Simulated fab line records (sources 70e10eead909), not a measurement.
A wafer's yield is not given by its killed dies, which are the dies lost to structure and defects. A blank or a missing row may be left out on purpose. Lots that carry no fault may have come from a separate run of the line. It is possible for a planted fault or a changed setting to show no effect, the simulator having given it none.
fab line records ; flow nand_harc
[record] lots = 5; wafers = 15; last_day = 33
route steps=1302 shown P_M1@313 P_M2@318 END@1302
lots that met no fault: taken from a fault-free run of the same line
start_h: hours from the record's opening day to when the first of the lot's shown wafers began ; wait_h: hours from the lot's prior step to this one ; " same as the row above ; L1.1+2: a row that stands for several wafers ; - value missing, or start not given ; * or withheld: withheld ; < > ~ a bound
route shown NAME@n: names a module that has steps shown in the file, with the first one's number in the route ; usual: the fault-free wafers' mean and standard deviation ; same: alike in all rows ; chamber/n: place in a boat ; sites: each site's reading ; _std_site: the values' standard deviation ; _edge_site: outer sites' mean less inner sites' ; radius_mm: how far each site lies from the wafer's centre ; mask NAME#n: copy n ; behind: the last tool/chamber to shape the wafer ; hold: the reason the lot was held/the length of the hold in hours/how it ended ; device: the transistor (n, p or np) that didn't switch ; end of line: tests run on the same wafers once the route is complete ; where a step has no rows: the recipe by itself ; killed: dies that structure and defects cost at the first sort, which is not the same as the wafer's yield ; map: a wafer's dies, marking killed ones x, the rest . and places with no die _
set.NAME: the setting as run; set.NAME@STEP: as run at that earlier step ; model.NAME: the simulator's own value behind a step, which no gauge read
certain route steps with their lots: each step a table, each wafer a row
services: from which hour (start_h, from the record's first day; less than 0 if before it) a tool's chamber was out of use, for how many hours, and why
[[steps]]
[step NHARC_P_M1_SRD_25]
[step NHARC_P_M1_INSPECT_27]
[usual] raw_defect_count = 268/94
lot.wafer;tool;chamber;start_h;wait_h;raw_defect_count
L885.1;defect_inspect-02;-;126.28;0.0;200
L885.4;defect_inspect-02;-;126.28;0.0;185
L885.5;defect_inspect-02;-;126.28;0.0;308
L890.2;defect_inspect-02;-;179.72;0.0;543
L890.3;defect_inspect-02;-;179.72;0.0;366
L890.6;defect_inspect-02;-;179.72;0.0;351
L898.2;defect_inspect-02;-;273.85;0.0;265
L898.3;defect_inspect-02;-;273.85;0.0;160
L898.4;defect_inspect-02;-;273.85;0.0;112
L905.4;defect_inspect-02;-;326.78;0.0;446
L905.5;defect_inspect-02;-;326.78;0.0;410
L905.6;defect_inspect-02;-;326.78;0.0;401
L908.2;defect_inspect-01;-;357.17;0.0;343
L908.5;defect_inspect-01;-;357.17;0.0;428
L908.6;defect_inspect-01;-;357.17;0.0;653
[step NHARC_P_M1_PRE_CLEAN_32]
[recipe] time_s = 12; temp_c = 370; rf_power_w = 300; gas = NH3
[usual] heater_power_outer_w = 385/47; heater_power_w = 650/77
lot.wafer;tool;chamber;start_h;wait_h;heater_power_outer_w;heater_power_w
L885.1;pecvd-01;0;126.34;0.1;384;655
L885.4;pecvd-01;0;126.34;0.1;381;648
L885.5;pecvd-01;2;126.34;0.1;444;740
L890.2;pecvd-04;1;179.80;0.1;275;477
L890.3;pecvd-04;2;179.80;0.1;390;678
L890.6;pecvd-04;0;179.80;0.1;399;656
L898.2;pecvd-01;0;273.93;0.1;436;704
L898.3;pecvd-01;1;273.93;0.1;378;612
L898.4;pecvd-01;1;273.93;0.1;381;621
L905.4;pecvd-04;1;326.88;0.1;333;554
L905.6;pecvd-04;2;326.88;0.1;350;636
L905.5;pecvd-04;0;326.88;0.1;393;628
L908.2;pecvd-01;2;357.24;0.1;466;760
L908.5;pecvd-01;0;357.24;0.1;426;717
L908.6;pecvd-01;1;357.24;0.1;401;656
[step NHARC_P_M1_DEP_33]
[recipe] target_thk_a = 300; temp_c = 370; target_thk_nm = 30; pressure_torr = 3; flow_sccm = 200; rf_w = 450; material = SiCN
[usual] heater_power_outer_w = 345/50; heater_power_w = 597/80
lot.wafer;tool;chamber;start_h;wait_h;heater_power_outer_w;heater_power_w
L885.1;pecvd-01;0;126.42;0.1;415;693
L885.4;pecvd-01;0;126.42;0.1;410;672
L885.5;pecvd-01;2;126.42;0.1;401;679
L890.2;pecvd-04;1;179.91;0.1;229;421
L890.3;pecvd-04;2;179.91;0.1;370;645
L890.6;pecvd-04;0;179.91;0.1;383;624
L898.2;pecvd-01;0;274.04;0.1;406;648
L898.3;pecvd-01;1;274.04;0.1;284;507
L898.4;pecvd-01;1;274.04;0.1;297;490
L905.4;pecvd-04;1;327.05;0.2;231;422
L905.6;pecvd-04;2;327.05;0.2;305;567
L905.5;pecvd-04;0;327.05;0.2;369;603
L908.2;pecvd-01;2;357.32;0.1;364;615
L908.5;pecvd-01;0;357.32;0.1;388;658
L908.6;pecvd-01;1;357.32;0.1;367;617
[step NHARC_P_M2_DEP_00]
[recipe] target_thk_a = 1825; target_thk_nm = 182.5; temp_c = withheld; pressure_torr = 5; flow_sccm = 200; rf_w = 600; material = SiOC
[step NHARC_P_M2_DEHYDRATE_01]
[recipe] temp_c = 150; time_s = 120
[step NHARC_P_M2_HMDS_02]
[recipe] time_s = 30
[step NHARC_P_M2_COAT_34]
[recipe] temp_c = 200; time_s = 65
[step NHARC_P_M2_COAT_03]
[recipe] spin_rpm = 1500; resist_thk_nm = 90
[step NHARC_P_M2_SOFTBAKE_04]
[recipe] temp_c = 105; time_s = 55
[step NHARC_P_M2_EBR_05]
[step NHARC_P_M2_EXPOSE_06]
[recipe] na = 1.35; target_cd_nm = 170; dose_mj = 80.78; mask_id = P_M2
[usual] reticle_temp_C = 23.00/0.092
lot.wafer;tool;chamber;start_h;wait_h;mask;reticle_temp_C;model.P_M2.overlay_x_nm
L885.1;arfi_scanner-03;0;127.54;-;P_M2#0;23.10;-1.134
L885.4;arfi_scanner-03;0;127.54;-;P_M2#0;22.96;-1.134
L885.5;arfi_scanner-03;0;127.54;-;P_M2#0;22.91;-1.134
L890.2;arfi_scanner-01;0;180.98;-;P_M2#0;22.82;0.4069
L890.3;arfi_scanner-01;0;180.98;-;P_M2#0;22.98;0.4069
L890.6;arfi_scanner-01;0;180.98;-;P_M2#0;22.99;0.4069
L898.2;arfi_scanner-03;0;275.01;-;P_M2#0;22.91;45.71
L898.3;arfi_scanner-03;0;275.01;-;P_M2#0;22.83;45.71
L898.4;arfi_scanner-03;0;275.01;-;P_M2#0;22.79;45.71
L905.4;arfi_scanner-02;0;328.05;-;P_M2#0;22.94;-0.5399
L905.5;arfi_scanner-02;0;328.05;-;P_M2#0;22.96;-0.5399
L905.6;arfi_scanner-02;0;328.05;-;P_M2#0;23.10;-0.5399
L908.2;arfi_scanner-01;0;358.43;-;P_M2#0;22.98;0.1035
L908.5;arfi_scanner-01;0;358.43;-;P_M2#0;23.06;0.1035
L908.6;arfi_scanner-01;0;358.43;-;P_M2#0;22.97;0.1035
[step NHARC_P_M2_PEB_07]
[recipe] peb_temp_c = 100; peb_time_s = 65
[step NHARC_P_M2_DEVELOP_08]
[recipe] develop_time_s = 35; dev_temp_c = 23
[step NHARC_P_M2_CD_MEAS_09]
[recipe] target_cd_nm = 170; landing_energy_ev = 500
[usual] cd_nm = 170.0/0.5
lot.wafer;tool;chamber;start_h;wait_h;cd_nm
L885.1;cd_sem-01;0;127.67;-;170.0
L885.4;cd_sem-01;0;127.67;-;170.5
L885.5;cd_sem-01;0;127.67;-;170.4
L890.2;cd_sem-03;0;181.12;-;170.2
L890.3;cd_sem-03;0;181.12;-;169.4
L890.6;cd_sem-03;0;181.12;-;169.9
L898.2;cd_sem-02;0;275.15;-;169.7
L898.3;cd_sem-02;0;275.15;-;170.2
L898.4;cd_sem-02;0;275.15;-;169.7
L905.4;cd_sem-01;0;328.19;-;169.4
L905.5;cd_sem-01;0;328.19;-;170.3
L905.6;cd_sem-01;0;328.19;-;169.6
L908.2;cd_sem-01;0;358.56;-;170.1
L908.5;cd_sem-01;0;358.56;-;170.5
L908.6;cd_sem-01;0;358.56;-;171.0
[step NHARC_P_M2_OVL_MEAS_10]
[recipe] pitch_nm = 340
[usual] overlay_x_nm = 0.2/0.92; overlay_y_nm = -0.4/0.81
lot.wafer;tool;chamber;start_h;wait_h;overlay_x_nm;overlay_y_nm
L885.1;overlay-01;-;127.76;-;-1.3;-0.8
L885.4;overlay-01;-;127.76;-;-1.4;-0.4
L885.5;overlay-01;-;127.76;-;-1.0;-0.1
L890.2;overlay-02;-;181.21;-;0.6;-0.6
L890.3;overlay-02;-;181.21;-;0.4;-0.3
L890.6;overlay-02;-;181.21;-;-0.1;-0.4
L898.2;overlay-02;-;275.23;-;45.8;0.8
L898.3;overlay-02;-;275.23;-;45.4;0.8
L898.4;overlay-02;-;275.23;-;44.9;1.0
L905.4;overlay-02;-;328.27;-;-0.8;-1.7
L905.5;overlay-02;-;328.27;-;-0.5;-2.0
L905.6;overlay-02;-;328.27;-;0.0;-1.8
L908.2;overlay-01;-;358.65;-;0.2;-0.2
L908.5;overlay-01;-;358.65;-;0.1;0.5
L908.6;overlay-01;-;358.65;-;0.2;0.1
[step NHARC_P_M2_INSPECT_11]
[usual] raw_defect_count = 5/3.1
lot.wafer;tool;chamber;start_h;wait_h;raw_defect_count
L885.1;defect_inspect-02;-;127.80;0.0;3
L885.4;defect_inspect-02;-;127.80;0.0;8
L885.5;defect_inspect-02;-;127.80;0.0;4
L890.2;defect_inspect-01;-;181.24;0.0;8
L890.3;defect_inspect-01;-;181.24;0.0;1
L890.6;defect_inspect-01;-;181.24;0.0;3
L898.2;defect_inspect-02;-;275.27;0.0;5
L898.3;defect_inspect-02;-;275.27;0.0;8
L898.4;defect_inspect-02;-;275.27;0.0;0
L905.4;defect_inspect-02;-;328.30;0.0;2
L905.5;defect_inspect-02;-;328.30;0.0;2
L905.6;defect_inspect-02;-;328.30;0.0;6
L908.2;defect_inspect-01;-;358.69;0.0;6
L908.5;defect_inspect-01;-;358.69;0.0;4
L908.6;defect_inspect-01;-;358.69;0.0;6
[step NHARC_END_SORT_01]
[recipe] temp_c = 25
[usual] defect_limited_yield = 91.2/2.5; killed_at_array = 55/17; killed_at_other = 1.1/1.4; killed_at_periphery = 3.9/3; killed_dies = 59/17; killed_open = 3.5/2; killed_short = 2.6/1.6
[same] gross_dies = 677
lot.wafer;tool;chamber;start_h;wait_h;defect_limited_yield[%];killed_at_array;killed_at_other;killed_at_periphery;killed_dies;killed_open;killed_short
L885.1;prober-01;0;572.89;2.5;90.7;61;0;2;63;0;2
L885.4;prober-01;0;575.26;3.4;91.1;56;1;3;60;4;0
L885.5;prober-01;0;576.05;3.7;88.8;71;1;4;76;3;2
L890.2;prober-02;0;611.99;2.8;91.7;49;1;6;56;3;4
L890.3;prober-02;0;612.80;3.1;92.2;50;0;3;53;5;1
L890.6;prober-02;0;615.23;4.1;92.8;46;1;2;49;3;1
L898.2;prober-01;0;705.64;2.8;91.1;57;1;2;60;3;2
L898.3;prober-01;0;706.43;3.1;91.6;53;1;3;57;5;1
L898.4;prober-01;0;707.22;3.4;91.4;56;2;0;58;1;7
L905.4;prober-01;0;755.04;3.4;93.9;39;0;2;41;2;2
L905.5;prober-01;0;755.84;3.7;94.7;32;2;2;36;3;2
L905.6;prober-01;0;756.64;4.0;92.9;47;0;1;48;4;7
L908.2;prober-02;0;788.98;2.8;90.3;57;3;6;66;3;1
L908.5;prober-02;0;791.39;3.7;90.5;57;3;4;64;4;2
L908.6;prober-02;0;792.20;4.0;89.8;59;5;5;69;4;4
// killed by level:class
L885.1 A_SLIT:chamber_film_flake=24 A_CHANNEL_HOLE_D2:chamber_film_flake=23 A_STAIRCASE:chamber_film_flake=4 A_CONTACT:unspecified=4 A_CHANNEL_HOLE_D1:chamber_film_flake=2 A_CONTACT:chamber_film_flake=2 A_DECK1_JOINT:geometric_particle:short=1 A_ONON_D2:geometric_particle:short=1
L885.4 A_SLIT:chamber_film_flake=26 A_CHANNEL_HOLE_D2:chamber_film_flake=22 P_M2:chamber_film_flake=2 A_CONTACT:chamber_film_flake=2 A_DECK1_JOINT:geometric_particle:open=1 A_ONON_D2:geometric_particle:open=1 A_M0:geometric_particle:open=1 STARTING-WAFER:geometric_particle:open=1
L885.5 A_CHANNEL_HOLE_D2:chamber_film_flake=25 A_SLIT:chamber_film_flake=25 A_CONTACT:chamber_film_flake=6 A_BONDPAD:chamber_film_flake=6 P_M2:chamber_film_flake=2 P_GATE:geometric_particle:open=1 A_ONON_D1:geometric_particle:short=1 A_ONON_D2:geometric_particle:short=1
L890.2 A_SLIT:chamber_film_flake=29 A_CHANNEL_HOLE_D2:chamber_film_flake=10 A_STAIRCASE:chamber_film_flake=3 P_CONTACT:geometric_particle:short=2 A_ONON_D2:geometric_particle:open=2 A_ONON_D2:geometric_particle:short=2 A_CHANNEL_HOLE_D1:chamber_film_flake=2 P_M0:geometric_particle:open=1
L890.3 A_SLIT:chamber_film_flake=27 A_CHANNEL_HOLE_D2:chamber_film_flake=10 A_CHANNEL_HOLE_D1:chamber_film_flake=5 A_CONTACT:chamber_film_flake=4 P_CONTACT:geometric_particle:open=2 A_CHANNEL_HOLE_D1:geometric_particle:open=1 A_ONON_D2:geometric_particle:short=1 A_ONON_D2:geometric_particle:open=1
L890.6 A_SLIT:chamber_film_flake=26 A_CHANNEL_HOLE_D2:chamber_film_flake=6 A_STAIRCASE:chamber_film_flake=5 A_CONTACT:chamber_film_flake=4 A_CHANNEL_HOLE_D1:chamber_film_flake=2 P_M0:geometric_particle:open=1 A_SOURCE_PLATE:geometric_particle:open=1 A_STAIRCASE:geometric_particle:short=1
L898.2 A_SLIT:chamber_film_flake=27 A_CHANNEL_HOLE_D2:chamber_film_flake=11 A_CHANNEL_HOLE_D1:chamber_film_flake=10 A_CONTACT:chamber_film_flake=3 A_CHANNEL_FILL_D1:geometric_particle:open=2 A_ONON_D2:geometric_particle:open=1 A_ONON_D2:geometric_particle:short=1 P_ZERO_WELL:chamber_film_flake=1
L898.3 A_SLIT:chamber_film_flake=22 A_CHANNEL_HOLE_D2:chamber_film_flake=15 A_CHANNEL_HOLE_D1:chamber_film_flake=6 A_M0:geometric_particle:open=2 P_CONTACT:geometric_particle:open=1 A_SOURCE_PLATE:geometric_particle:open=1 A_ONON_D2:geometric_particle:short=1 A_CHANNEL_FILL_D2:geometric_particle:open=1
L898.4 A_SLIT:chamber_film_flake=29 A_CHANNEL_HOLE_D2:chamber_film_flake=12 A_CHANNEL_HOLE_D1:chamber_film_flake=4 A_ONON_D2:geometric_particle:short=3 A_CHANNEL_FILL_D1:chamber_film_flake=2 A_CONTACT:chamber_film_flake=2 A_SOURCE_PLATE:geometric_particle:short=1 A_ONON_D1:geometric_particle:short=1
L905.4 A_CHANNEL_HOLE_D1:chamber_film_flake=27 A_SLIT:chamber_film_flake=3 A_CHANNEL_HOLE_D2:chamber_film_flake=3 A_STAIRCASE:chamber_film_flake=2 P_STI:geometric_particle:short=1 P_CONTACT:geometric_particle:open=1 A_CHANNEL_FILL_D1:geometric_particle:open=1 A_CONTACT:chamber_film_flake=1
L905.5 A_CHANNEL_HOLE_D1:chamber_film_flake=14 A_SLIT:chamber_film_flake=6 A_STAIRCASE:chamber_film_flake=4 A_CHANNEL_HOLE_D2:chamber_film_flake=2 A_CONTACT:chamber_film_flake=2 THIN_TSV:chamber_film_flake=2 P_CONTACT:geometric_particle:open=1 P_CONTACT:geometric_particle:short=1
L905.6 A_CHANNEL_HOLE_D1:chamber_film_flake=26 A_STAIRCASE:chamber_film_flake=4 A_SLIT:chamber_film_flake=4 A_ONON_D2:geometric_particle:short=3 A_ONON_D1:geometric_particle:open=2 A_DECK1_JOINT:geometric_particle:short=2 A_ONON_D1:geometric_particle:short=1 A_CHANNEL_FILL_D1:geometric_particle:short=1
L908.2 A_SLIT:chamber_film_flake=41 A_CONTACT:chamber_film_flake=8 P_GATE:chamber_film_flake=4 THIN_TSV:chamber_film_flake=3 A_ZERO_WELL:chamber_film_flake=2 A_CHANNEL_FILL_D2:chamber_film_flake=2 P_CONTACT:geometric_particle:open=1 A_ONON_D1:geometric_particle:short=1
L908.5 A_SLIT:chamber_film_flake=36 A_CONTACT:chamber_film_flake=9 A_CHANNEL_HOLE_D1:chamber_film_flake=5 THIN_TSV:chamber_film_flake=3 A_ONON_D1:geometric_particle:open=2 P_GATE:geometric_particle:open=1 P_CONTACT:geometric_particle:short=1 P_CONTACT:geometric_particle:open=1
L908.6 A_SLIT:chamber_film_flake=38 A_CONTACT:chamber_film_flake=5 THIN_TSV:chamber_film_flake=5 A_CHANNEL_FILL_D2:chamber_film_flake=4 P_GATE:chamber_film_flake=3 A_WL_FILL:chamber_film_flake=3 P_CONTACT:geometric_particle:short=1 A_ONON_D1:geometric_particle:short=1
[[services]]
tool;chamber;start_h;hours;kind
pecvd-04;2;107.49;11.0;repair
pecvd-01;-;130.00;13.0;pm
pecvd-01;0;130.00;13.0;vent_cycle
pecvd-01;1;130.00;13.0;vent_cycle
pecvd-01;2;130.00;13.0;vent_cycle
arfi_scanner-02;-;140.00;4.0;pm
pecvd-01;0;143.00;-;clean
pecvd-01;1;143.00;-;clean
pecvd-01;2;143.00;-;clean
arfi_scanner-02;-;157.57;0.6;repair
arfi_scanner-03;-;196.00;4.0;pm
pecvd-04;0;204.08;6.5;repair
arfi_scanner-03;-;214.03;5.1;repair
arfi_scanner-01;-;238.59;8.2;repair
arfi_scanner-03;-;247.66;2.6;repair
arfi_scanner-01;-;252.02;4.0;pm
pecvd-04;-;269.17;13.0;pm
arfi_scanner-02;-;269.70;4.1;repair
arfi_scanner-01;-;283.74;1.5;repair
arfi_scanner-02;-;304.05;6.9;repair
pecvd-04;-;304.90;5.4;repair
pecvd-01;-;311.00;13.0;pm
arfi_scanner-02;-;312.00;4.0;pm
pecvd-04;-;337.80;1.7;repair
[[key]]
[first_sign] step = NHARC_P_M2_OVL_MEAS_10; reading = overlay_x_nm; direction = up; sigmas = 49; usual = 0.2; struck = 45.4
effect none on later readings
[model_effect] step = NHARC_P_M2_EXPOSE_06; value = P_M2.overlay_x_nm; without = 0.4916; struck = 45.71
met_at NHARC_P_M2_EXPOSE_06
struck_wafers L898.2,L898.3,L898.4
onset_between 127.54 275.01
[fault] kind = scanner_matching_overlay; tool = arfi_scanner-03; chamber = -; onset_h = 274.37; steps = NHARC_P_M2_EXPOSE_06; offset = 45.214
